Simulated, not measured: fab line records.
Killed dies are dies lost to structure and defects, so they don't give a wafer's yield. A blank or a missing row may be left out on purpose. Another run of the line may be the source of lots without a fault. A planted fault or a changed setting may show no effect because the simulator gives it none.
Struck lot and sound lot, side by side ; flow n5-finfet ; 14 out of 1938 route steps
Sound: the wafers L819.2, L819.3, L819.5. Struck: wafer L825.2 (left out: L825.4, a lot-mate that was not struck); the cause follows at the end.
For every step that has rows: the tool of each side, followed by ch and its chambers, followed by its first start. Under that, the readings that differ: sound wafers ; struck wafers ; difference of the means ; sigmas: that difference in standard deviations of wafers without a fault.
alike: readings with means less than 2 such deviations apart, plus words and numbers identical on both sides. not compared: withheld readings, readings lacking a value on some wafer, bounds such as >300 that could conceal the same value, and numbers that have no deviation in the record and whose values overlap.
Wherever a step has rows on one side only, a row that says differs or no value, or a row with sigmas, the two part there. Numbers that don't overlap but have no deviation are shown without sigmas and don't part them. A reading missing from all wafers of one side parts the sides only when that side holds two or more wafers.

N5_BEOL_M15_STRIP_36: strips in O2.
  sound on rie-diel-05 ch 0,2, day 13 06:16; struck on rie-diel-03 ch 3, day 14 20:13
  alike: drypump-motor-current-A, oes-product-au, rf-vpp-V, showerhead-plenum-p-Torr, throttle-valve-pct
  not compared: rf-hours-counter-h
then, 2 steps without rows for these wafers: N5_BEOL_M15_STRIP_62 (strips in O2); N5_BEOL_M15_STRIP_37 (strips in O2).
N5_BEOL_M15_ETCH_38: etches SiCN in CF4/N2, target depth 106.4 nm, time 120.5 s.
  sound on rie-diel-05 ch 0,2; struck on rie-diel-03 ch 3
  alike: drypump-motor-current-A, oes-product-au, rf-fwd-power-W, rf-vpp-V, showerhead-plenum-p-Torr, throttle-valve-pct
  not compared: rf-hours-counter-h
then, 3 steps without rows for these wafers: N5_BEOL_M15_PRECLEAN_39 (cleans in residue remover, time 60 s); N5_BEOL_M15_SRD_40 (time 30 s, dry time 30 s); N5_BEOL_M15_DEGAS_41 (time 60 s).
N5_BEOL_M15_PRE_CLEAN_42: time 30 s.
  struck on pvd-sputter-03, day 14 20:47; sound on pvd-sputter-03, day 13 06:41
  alike: heater-power-w
N5_BEOL_M15_SPUTTER_43: material TaN, target thk 15 nm, time 24.19 s.
  struck on pvd-sputter-03, day 14 20:49; sound on pvd-sputter-03, day 13 06:44
  alike: throttle-valve-pct
then, 2 steps without rows for these wafers: N5_BEOL_M15_SPUTTER_44 (material Ta, target thk 15 nm, time 24.19 s); N5_BEOL_M15_SPUTTER_45 (material Cu, target thk 100 nm, time 16.67 s).
N5_BEOL_M15_ECD_47: material Cu, target thk 1860 nm.
  sound on ecd-cu-01 ch 0,1, day 13 07:01; struck on ecd-cu-01 ch 1, day 14 21:06
reading;sound;struck;difference;sigmas
model.Cu_of_BEOL_M15_ECD_47.thk-nm (nm);1842 1849 1867;3182;+1329;
N5_BEOL_M15_ANNEAL_48: time 90 s.
  sound on rtp-anneal-02 ch 0, day 13 07:18; struck on rtp-anneal-02 ch 0, day 14 21:23
  alike: wafer_temp_C_max
N5_PASSIVATION_PROBE_49:
  the record has rows for the struck wafers here (prober-02, day 15 13:01) and none for the sound ones

WHERE THEY PART
Only at N5_PASSIVATION_PROBE_49, as far as this record shows.

WHY: whatever the simulator had introduced
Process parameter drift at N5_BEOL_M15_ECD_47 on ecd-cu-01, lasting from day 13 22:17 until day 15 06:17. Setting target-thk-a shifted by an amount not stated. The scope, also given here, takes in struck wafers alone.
